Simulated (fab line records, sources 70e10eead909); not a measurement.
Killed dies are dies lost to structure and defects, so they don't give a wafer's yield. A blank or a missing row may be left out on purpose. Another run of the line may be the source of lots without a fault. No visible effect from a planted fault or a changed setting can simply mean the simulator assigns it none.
A struck lot beside a sound one | flow nand harc | 12 out of 1302 route steps
Sound: these wafers, L567.4, L567.5, L567.6. Struck: wafers L571.2, L571.4, L571.6. The cause is given at the end.
Order at every step that has rows: each side's tool, ch and its chambers, its first start. Under that, the readings that differ: sound wafers | struck wafers | difference of the means | sigmas: that difference in standard deviations of wafers without a fault.
alike: a reading whose means differ by less than 2 such deviations, as well as words and numbers matching on both sides. not compared: withheld readings; readings where some wafer has no value; bounds like >300 that might hide an equal value; numbers whose values overlap and for which the record gives no deviation.
Wherever a step has rows on one side only, a row that says differs or no value, or a row with sigmas, the two part there. Non-overlapping numbers with no deviation appear without sigmas and do not part them. Lack of a reading on every wafer of one side parts them only where that side has two or more wafers.

NHARC_A_SOURCE_PLATE_INSPECT_08:
  sound on defect inspect-01 at day 8 15:32; struck on defect inspect-01 at day 10 08:04
  alike: raw defect count
then, 1 step without rows for these wafers: NHARC_A_ONON_D1_DEP_00 (target thk 1000 nm).
NHARC_A_ONON_D1_THK_MEAS_02: measures by ellipsometry.
  sound on film metro-01 at day 8 16:07; struck on film metro-02 at day 10 08:38
  reading     | sound          | struck      | difference | sigmas
  thk nm (nm) | 1007 1011 1007 | 988 987 989 | -20        | -2
then, 1 step without rows for these wafers: NHARC_A_ONON_D1_DEP_03 (target thk 1000 nm).
NHARC_A_ONON_D1_THK_MEAS_05: measures by ellipsometry.
  sound on film metro-01 at day 8 16:41; struck on film metro-02 at day 10 09:12
  alike: thk nm
then, 1 step without rows for these wafers: NHARC_A_ONON_D1_DEP_06 (target thk 1000 nm).
NHARC_A_ONON_D1_THK_MEAS_08: measures by ellipsometry.
  sound on film metro-01 at day 8 17:15; struck on film metro-01 at day 10 09:46
  alike: thk nm
then, 1 step without rows for these wafers: NHARC_A_ONON_D1_DEP_09 (target thk 1000 nm).
NHARC_A_ONON_D1_THK_MEAS_11: measures by ellipsometry.
  sound on film metro-01 at day 8 17:49; struck on film metro-01 at day 10 10:20
  alike: thk nm
then, 1 step without rows for these wafers: NHARC_A_ONON_D1_DEP_12 (target thk 1000 nm).
NHARC_A_ONON_D1_THK_MEAS_14: measures by ellipsometry.
  sound on film metro-01 at day 8 18:23; struck on film metro-01 at day 10 10:54
  alike: thk nm
NHARC_A_ONON_D1_ANNEAL_15: time 3600 s.
  sound on furnace-05 ch 0, day 9 00:38; struck on furnace-08, day 10 18:50
  no value came back on the struck wafers for run length s (s), spike tc bottom C (C), spike tc upper C (C); on the sound wafers run length s (s) reads 3615 3615 3615

## WHERE THEY PART
First at NHARC_A_ONON_D1_THK_MEAS_02; last, within this record, at NHARC_A_ONON_D1_ANNEAL_15.

WHY: the cause the simulator had injected
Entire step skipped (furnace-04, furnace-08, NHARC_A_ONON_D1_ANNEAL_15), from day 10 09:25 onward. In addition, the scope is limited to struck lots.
